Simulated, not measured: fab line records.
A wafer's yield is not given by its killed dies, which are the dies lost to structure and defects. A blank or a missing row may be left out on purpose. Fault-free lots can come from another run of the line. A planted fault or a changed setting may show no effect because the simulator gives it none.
fab line records ; flow n5_finfet
[record] lots = 9; wafers = 27; last_day = 17
route steps=1938 shown BEOL_M1@774 BEOL_M4@1111
lots that met no fault: taken from a fault-free run of the same line
start_h: hours from the record's opening day to when the first of the lot's shown wafers began ; wait_h: how many hours have passed since the lot's step before this one ; " identical to the entry in the row above ; L1.1+2: several wafers, shown together as one row ; - no value present, or no start provided ; * or withheld: withheld ; < > ~ a bound
route shown NAME@n: NAME is a module with steps in the file, n the number in the route of the first one ; usual: mean/standard deviation taken from wafers without a fault ; same: alike in all rows ; chamber/n: place in a boat ; sites: per-site readings ; _std_site: how widely they spread, as a standard deviation ; _edge_site: outer sites' mean less inner sites' ; radius_mm: for every site, how far away it sits from the centre of the wafer ; mask NAME#n: copy n ; behind: the most recent tool/chamber to have shaped the wafer ; hold: why the lot went on hold/how many hours it stayed there/how the hold came to an end ; device: the transistor (n, p or np) that didn't switch ; end of line: tests run on the same wafers once the route is complete ; where a step has no rows: the recipe by itself ; killed: not the wafer's yield, but the dies lost to structure and defects at the first sort ; map: per-die view of a wafer (x killed, . not killed, _ where there is no die)
set.NAME: the run value of the setting; set.NAME@STEP: its run value at that earlier step ; model.NAME: the simulator's own value behind a step, which no gauge read
the route's steps for a sample of lots (tables are steps, rows are wafers)
services: a tool's chamber out of use, with start hour (start_h, from the record's first day; less than 0 if before it), hours out, and reason
[[steps]]
[step N5_BEOL_M1_HM_OPEN_17]
[recipe] chemistry = Cl2/BCl3; target_depth_a = 200; overetch_a = 60; target = TiN; mask_material = SOC; ion_energy_ev = 150; pressure_mtorr = 10; icp_w = 1000; bias_w = 126; Cl2_flow_sccm = 53.25; bcl3_flow_sccm = 21.75; Ar_flow_sccm = 25
[usual] drypump_motor_current_A = 5.6/0.39; oes_product_au = 0.63/0.11; throttle_valve_pct = 22.33/0.14
lot.wafer;tool;chamber;start_h;wait_h;drypump_motor_current_A;oes_product_au;rf_hours_counter_h;throttle_valve_pct
L305.3;rie_metal-03;0;171.23;0.1;6.1;0.55;-;22.43
L305.4;rie_metal-03;1;171.23;0.1;5.3;0.52;-;22.14
L305.6;rie_metal-03;0;171.23;0.1;6.1;0.55;-;22.44
L306.2;rie_metal-02;0;174.05;0.0;5.4;0.55;98;22.19
L306.5;rie_metal-02;0;174.05;0.0;5.4;0.56;-;22.18
L306.6;rie_metal-02;1;174.05;0.0;5.7;0.83;-;22.30
L307.1;rie_metal-01;0;183.20;0.0;6.1;0.78;7;22.45
L307.3;rie_metal-01;0;183.20;0.0;6.1;0.78;-;22.46
L307.5;rie_metal-01;1;183.20;0.0;5.1;0.76;-;22.43
L308.2;rie_metal-02;1;189.80;0.0;5.7;0.81;1;22.31
L308.4;rie_metal-02;1;189.80;0.0;5.7;0.81;-;22.30
L308.6;rie_metal-02;1;189.80;0.0;5.7;0.81;-;22.32
L311.1;rie_metal-03;0;202.47;0.0;6.1;0.54;112;22.44
L311.4;rie_metal-03;1;202.47;0.0;5.3;0.52;-;22.11
L311.5;rie_metal-03;1;202.47;0.0;5.3;0.51;-;22.13
L313.1;rie_metal-01;1;216.84;0.0;5.1;0.74;15;22.44
L313.5;rie_metal-01;1;216.84;0.0;5.1;0.74;-;22.42
L313.6;rie_metal-01;0;216.84;0.0;6.1;0.76;-;22.48
L299.2;rie_metal-01;0;244.85;0.0;6.1;0.75;12;22.47
L299.3;rie_metal-01;1;244.85;0.0;5.1;0.73;-;22.45
L299.5;rie_metal-01;0;244.85;0.0;6.0;0.76;-;22.47
L317.4;rie_metal-02;0;249.18;0.1;5.4;0.55;-;22.20
L317.5;rie_metal-02;0;249.18;0.1;5.4;0.54;-;22.21
L317.6;rie_metal-02;1;249.18;0.1;5.7;0.76;-;22.31
L318.1;rie_metal-01;1;257.43;0.0;5.1;0.73;18;22.45
L318.3;rie_metal-01;0;257.43;0.0;6.1;0.75;-;22.49
L318.6;rie_metal-01;1;257.43;0.0;5.1;0.73;-;22.46
[step N5_BEOL_M1_ALD_98]
[recipe] material = SiO2; target_thk_a = 25; temp_c = 100; ald_precursor_family = BDEAS; ald_co_reactant = O2-plasma; pulse_time_s = 1; co_reactant_pulse_time_s = 1; purge_time_s = 2; co_reactant_purge_time_s = 2; ald_cycles = 17; pressure_torr = 2
[usual] heater_power_w = 78/5.1; precursor_pulse_height_rel = 0.997/0.019
[same] co_reactant_purge_time_s = 2
lot.wafer;tool;chamber;start_h;wait_h;heater_power_w;precursor_pulse_height_rel
L305.3;ald_sin-01;2;172.21;0.1;67;0.964
L305.4;ald_sin-01;1;172.21;0.1;81;1.014
L305.6;ald_sin-01;0;172.21;0.1;74;0.979
L306.2;ald_sin-03;1;174.93;0.1;77;1.011
L306.5;ald_sin-03;2;174.93;0.1;69;1.015
L306.6;ald_sin-03;1;174.93;0.1;76;1.014
L307.1;ald_sin-04;0;184.26;0.2;86;1.027
L307.3;ald_sin-04;3;184.26;0.2;81;0.986
L307.5;ald_sin-04;0;184.26;0.2;86;0.991
L308.2;ald_sin-04;2;190.68;0.1;78;0.991
L308.4;ald_sin-04;1;190.68;0.1;80;0.999
L308.6;ald_sin-04;1;190.68;0.1;80;0.991
L311.1;ald_sin-04;0;204.35;0.5;87;1.006
L311.4;ald_sin-04;1;204.35;0.5;80;1.006
L311.5;ald_sin-04;3;204.35;0.5;82;1.008
L313.1;ald_sin-03;0;217.72;0.1;78;1.002
L313.5;ald_sin-03;3;217.72;0.1;81;0.993
L313.6;ald_sin-03;0;217.72;0.1;75;0.967
L299.2;ald_sin-01;3;245.81;0.1;75;1.002
L299.3;ald_sin-01;1;245.81;0.1;83;0.998
L299.5;ald_sin-01;0;245.81;0.1;75;0.997
L317.4;ald_sin-01;2;250.13;0.2;66;0.970
L317.5;ald_sin-01;2;250.13;0.2;68;0.992
L317.6;ald_sin-01;3;250.13;0.2;76;1.026
L318.1;ald_sin-01;3;258.32;0.1;73;0.966
L318.3;ald_sin-01;0;258.32;0.1;75;1.022
L318.6;ald_sin-01;2;258.32;0.1;67;0.999
[step N5_BEOL_M1_ETCHBACK_99]
[recipe] chemistry = CHF3; target = SiO2; target_depth_a = 50; time_s = 10.4; source_w = 215; bias_w = 47; Ar_flow_sccm = 200; CHF3_flow_sccm = 12; ion_energy_ev = 100; pressure_mtorr = 30
[usual] drypump_motor_current_A = 5.5/0.39; oes_f_703_au = 0.79/0.084; oes_product_au = 0.79/0.088; rf_vpp_V = 243/6.1; showerhead_plenum_p_Torr = 2.18/0.078; throttle_valve_pct = 17.19/0.14
lot.wafer;tool;chamber;start_h;wait_h;drypump_motor_current_A;oes_f_703_au;oes_product_au;rf_hours_counter_h;rf_vpp_V;showerhead_plenum_p_Torr;throttle_valve_pct
L305.3;rie_diel-05;3;174.89;2.6;5.4;0.74;0.75;169;242;2.08;17.19
L305.4;rie_diel-05;0;174.89;2.6;4.9;0.66;0.67;247;248;2.22;17.66
L305.6;rie_diel-05;3;174.89;2.6;5.4;0.74;0.75;-;243;2.08;17.18
L306.2;rie_diel-05;3;181.09;6.1;5.4;0.75;0.74;172;241;2.08;17.19
L306.5;rie_diel-05;1;181.09;6.1;6.2;0.82;0.81;-;244;2.17;17.09
L306.6;rie_diel-05;2;181.09;6.1;5.7;0.78;0.75;-;231;2.04;17.18
L307.1;rie_diel-04;2;184.47;0.2;5.0;0.92;0.93;8;247;2.21;17.16
L307.3;rie_diel-04;0;184.47;0.2;5.5;0.73;0.73;192;249;2.24;16.95
L307.5;rie_diel-04;1;184.47;0.2;5.0;0.73;0.73;-;247;2.24;17.15
L308.2;rie_diel-05;2;192.66;1.9;5.6;0.78;0.74;156;229;2.04;17.19
L308.4;rie_diel-05;1;192.66;1.9;6.2;0.81;0.80;-;243;2.17;17.11
L308.6;rie_diel-05;2;192.66;1.9;5.7;0.78;0.74;-;229;2.04;17.19
L311.1;rie_diel-04;3;210.46;6.1;5.4;0.68;0.67;237;243;2.11;17.38
L311.4;rie_diel-04;0;210.46;6.1;5.5;0.73;0.72;200;249;2.24;16.99
L311.5;rie_diel-04;0;210.46;6.1;5.4;0.72;0.73;-;249;2.24;16.96
L313.1;rie_diel-05;3;219.40;1.6;5.3;0.73;0.74;188;242;2.08;17.22
L313.5;rie_diel-05;3;219.40;1.6;5.4;0.73;0.74;-;242;2.08;17.21
L313.6;rie_diel-05;0;219.40;1.6;5.0;0.93;0.98;-;247;2.21;17.27
L299.2;rie_diel-04;1;247.78;1.9;5.0;0.71;0.72;159;245;2.24;17.17
L299.3;rie_diel-04;0;247.78;1.9;5.5;0.72;0.73;213;250;2.23;17.01
L299.5;rie_diel-04;2;247.78;1.9;5.0;0.87;0.89;-;247;2.21;17.20
L317.4;rie_diel-05;0;250.95;0.8;4.9;0.91;0.93;14;247;2.21;17.27
L317.5;rie_diel-05;0;250.95;0.8;5.0;0.90;0.93;-;247;2.21;17.28
L317.6;rie_diel-05;1;250.95;0.8;6.2;0.80;0.79;-;243;2.16;17.12
L318.1;rie_diel-05;0;269.78;11.4;5.0;0.89;0.92;19;247;2.21;17.28
L318.3;rie_diel-05;2;269.78;11.4;5.6;0.76;0.72;182;229;2.03;17.24
L318.6;rie_diel-05;1;269.78;11.4;6.2;0.79;0.79;-;243;2.16;17.14
[step N5_BEOL_M1_ETCH_70]
[recipe] chemistry = N2/H2; target = SOC; target_depth_a = 800; overetch_a = 160; mask_material = SiARC; temp_c = 40; time_s = 120; ion_energy_ev = 200; pressure_mtorr = 30; source_w = 840; bias_w = 150; n2_flow_sccm = 200; h2_flow_sccm = 200
[usual] bias_w = 150.0/0.4; drypump_motor_current_A = 5.5/0.39; oes_product_au = 0.61/0.062; rf_vpp_V = 524.5/2.4; showerhead_plenum_p_Torr = 2.57/0.092; temp_c = 40.02/0.11; throttle_valve_pct = 17.97/0.24
lot.wafer;tool;chamber;start_h;wait_h;bias_w;drypump_motor_current_A;oes_product_au;rf_hours_counter_h;rf_vpp_V;showerhead_plenum_p_Torr;temp_c;throttle_valve_pct
L305.3;rie_diel-05;3;174.93;0.0;150.5;5.4;0.58;170;520.6;2.42;39.79;17.70
L305.4;rie_diel-05;0;174.93;0.0;150.6;5.0;0.51;247;526.0;2.63;40.01;18.62
L305.6;rie_diel-05;3;174.93;0.0;149.4;5.4;0.58;-;519.8;2.42;40.09;17.69
L306.2;rie_diel-05;3;181.12;0.0;150.6;5.4;0.57;172;522.3;2.42;40.04;17.71
L306.5;rie_diel-05;1;181.12;0.0;150.4;6.2;0.62;-;524.9;2.59;40.15;18.14
L306.6;rie_diel-05;2;181.12;0.0;150.4;5.7;0.57;-;521.5;2.43;40.05;18.00
L307.1;rie_diel-04;2;184.51;0.0;149.5;5.0;0.72;9;526.1;2.60;40.14;17.77
L307.3;rie_diel-04;0;184.51;0.0;150.0;5.5;0.57;192;526.6;2.64;40.04;17.66
L307.5;rie_diel-04;1;184.51;0.0;150.2;5.0;0.58;-;525.9;2.64;40.16;17.84
L308.2;rie_diel-05;2;192.70;0.0;150.2;5.7;0.58;156;521.2;2.43;40.13;18.01
L308.4;rie_diel-05;1;192.70;0.0;149.4;6.1;0.61;-;525.1;2.58;40.31;18.14
L308.6;rie_diel-05;2;192.70;0.0;150.4;5.7;0.57;-;521.9;2.43;40.16;18.02
L311.1;rie_diel-04;3;210.50;0.0;149.4;5.4;0.51;237;524.6;2.52;40.00;18.24
L311.4;rie_diel-04;0;210.50;0.0;149.9;5.5;0.56;200;525.7;2.64;40.04;17.70
L311.5;rie_diel-04;0;210.50;0.0;150.1;5.5;0.55;-;528.3;2.63;40.02;17.68
L313.1;rie_diel-05;3;219.43;0.0;149.6;5.3;0.57;188;520.6;2.41;39.94;17.71
L313.5;rie_diel-05;3;219.43;0.0;149.6;5.3;0.56;-;519.9;2.41;39.85;17.73
L313.6;rie_diel-05;0;219.43;0.0;150.1;5.0;0.73;-;524.4;2.63;40.01;18.24
L299.2;rie_diel-04;1;247.81;0.0;149.6;5.0;0.58;159;526.1;2.63;40.08;17.85
L299.3;rie_diel-04;0;247.81;0.0;150.3;5.5;0.55;213;526.3;2.63;40.10;17.71
L299.5;rie_diel-04;2;247.81;0.0;150.3;5.0;0.67;-;525.7;2.59;39.95;17.80
L317.4;rie_diel-05;0;250.99;0.0;151.0;5.0;0.70;14;525.0;2.62;40.24;18.28
L317.5;rie_diel-05;0;250.99;0.0;150.3;5.0;0.71;-;526.1;2.62;39.98;18.28
L317.6;rie_diel-05;1;250.99;0.0;158.0;6.2;0.61;-;541.6;2.58;40.09;18.18
L318.1;rie_diel-05;0;269.82;0.0;150.2;5.0;0.70;19;524.5;2.62;40.06;18.29
L318.3;rie_diel-05;2;269.82;0.0;150.2;5.7;0.56;182;521.3;2.42;39.84;18.04
L318.6;rie_diel-05;1;269.82;0.0;157.4;6.2;0.60;-;542.3;2.57;39.81;18.20
[step N5_BEOL_M4_RC_MEAS_101]
[usual] DIBL_N = 36.1/1.6; DIBL_P = 35.7/1.8; IOFF_N = 0.159/0.027; IOFF_P = 0.21/0.03; ION_N = 673/10; ION_P = 462/7.4; SS_N = 71.4/0.56; SS_P = 73.2/0.61; VT_N = 249.7/3; VT_P = -250/3.1
lot.wafer;tool;chamber;start_h;wait_h;DIBL_N[mV/V];DIBL_P[mV/V];IOFF_N[nA/um];IOFF_P[nA/um];ION_N[uA/um];ION_P[uA/um];SS_N[mV/dec];SS_P[mV/dec];VT_N[mV];VT_P[mV]
L305.3;prober-01;0;210.14;0.3;35.6;34.9;0.137;0.18;654;451;71.5;72.7;255.4;-251
L305.4;prober-01;0;210.14;0.3;36.1;36.6;0.155;0.22;670;462;70.7;72.8;249.0;-249
L305.6;prober-01;0;210.14;0.3;34.8;35.5;0.139;0.20;670;466;70.8;73.3;249.9;-250
L306.2;prober-02;0;220.88;0.2;35.7;35.6;0.161;0.20;671;455;71.8;72.6;251.7;-250
L306.5;prober-02;0;220.88;0.2;33.3;33.7;0.131;0.17;672;459;70.0;72.1;255.0;-253
L306.6;prober-02;0;220.88;0.2;36.9;36.3;0.187;0.21;679;455;71.9;73.8;249.4;-249
L307.1;prober-02;0;227.29;0.0;37.7;36.6;0.169;0.22;674;460;71.1;73.6;249.1;-251
L307.3;prober-02;0;227.29;0.0;37.4;37.4;0.162;0.24;676;470;71.4;72.9;249.4;-247
L307.5;prober-02;0;227.29;0.0;36.4;35.7;0.149;0.21;675;462;71.5;73.1;248.8;-248
L308.2;prober-02;0;233.49;0.2;35.6;36.0;0.159;0.20;684;463;71.0;73.1;247.0;-251
L308.4;prober-02;0;233.49;0.2;35.1;35.4;0.149;0.19;673;459;71.8;72.8;249.9;-251
L308.6;prober-02;0;233.49;0.2;37.0;37.4;0.190;0.23;678;464;71.6;73.9;246.2;-249
L311.1;prober-02;0;252.43;0.0;35.3;35.3;0.144;0.19;664;458;70.8;73.9;253.9;-252
L311.4;prober-02;0;252.43;0.0;33.6;33.2;0.117;0.18;641;453;71.1;72.3;256.6;-251
L311.5;prober-02;0;252.43;0.0;34.6;35.1;0.140;0.19;662;454;71.1;74.0;250.2;-251
L313.1;prober-02;0;255.59;0.0;36.1;36.2;0.161;0.22;682;473;72.0;72.8;248.9;-245
L313.5;prober-02;0;255.59;0.0;35.4;35.9;0.151;0.22;681;466;71.7;73.7;250.4;-246
L313.6;prober-02;0;255.59;0.0;37.2;38.5;0.198;0.26;694;471;71.3;72.9;244.0;-246
L317.4;prober-01;0;305.14;0.5;34.9;34.5;0.122;0.17;666;455;71.1;73.3;253.6;-252
L317.5;prober-01;0;305.14;0.5;35.7;36.9;0.148;0.21;683;467;70.8;73.6;250.6;-250
L317.6;prober-01;0;305.14;0.5;36.4;37.7;0.163;0.21;683;465;71.6;73.8;250.1;-251
L299.2;prober-02;0;307.72;0.2;35.2;36.1;0.172;0.23;691;479;71.9;73.7;247.3;-247
L299.3;prober-02;0;307.72;0.2;34.6;35.4;0.143;0.23;664;471;71.3;73.3;251.2;-246
L299.5;prober-02;0;307.72;0.2;35.8;36.3;0.170;0.24;680;468;71.6;74.1;250.4;-246
L318.1;prober-01;0;309.25;0.0;37.1;36.8;0.195;0.23;678;461;71.9;72.9;247.2;-250
L318.3;prober-01;0;309.25;0.0;35.3;34.9;0.147;0.19;672;457;71.5;72.3;251.9;-253
L318.6;prober-01;0;309.25;0.0;36.2;36.0;0.178;0.22;677;463;72.2;72.4;249.4;-250
[[services]]
tool;chamber;start_h;hours;kind
ald_sin-03;-;162.30;6.1;pm
rie_metal-03;1;166.29;4.0;repair
rie_metal-01;-;177.14;4.5;repair
ald_sin-03;-;177.94;14.0;pm
rie_diel-05;0;181.45;-;clean
rie_diel-05;0;181.45;-;consumable_replace:focus_ring
rie_diel-05;0;181.45;24.0;scheduled_down
rie_diel-05;0;181.45;24.0;vent_cycle
ald_sin-01;1;184.53;5.7;repair
rie_metal-01;-;197.18;2.8;pm
ald_sin-03;-;207.83;6.0;pm
rie_diel-05;1;213.02;4.7;repair
rie_diel-04;1;214.95;6.7;repair
rie_diel-04;1;222.61;13.5;repair
ald_sin-03;0;225.83;2.4;repair
ald_sin-03;0;229.60;4.2;repair
rie_diel-05;1;230.47;5.5;repair
ald_sin-04;1;236.14;5.3;repair
ald_sin-03;0;243.70;4.6;repair
ald_sin-03;2;246.32;3.0;repair
rie_diel-04;3;248.14;-;clean
ald_sin-04;0;261.81;14.1;repair
rie_diel-05;3;263.47;13.5;repair
ald_sin-04;-;268.25;14.0;pm
[[key]]
[first_sign] step = N5_BEOL_M1_ETCH_70; reading = bias_w; direction = up; sigmas = 19; usual = *; struck = *
[effect] step = N5_BEOL_M1_ETCH_70; reading = rf_vpp_V; direction = up; sigmas = 7.1; usual = 524.5; struck = 541.9
met_at N5_BEOL_M1_ETCH_70
struck_lots L317,L318
struck_wafers L317.6,L318.6
not_acting_at N5_BEOL_M1_HM_OPEN_17,N5_BEOL_M1_ALD_98,N5_BEOL_M1_ETCHBACK_99
onset_between 192.70 250.99
[fault] kind = process_parameter_drift; tool = rie_diel-05; chamber = 1; onset_h = 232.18; steps = N5_BEOL_M1_ETCH_70; channel = bias_w; offset = *; shape = step; end_h = 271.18; acts_in = *; stated = *
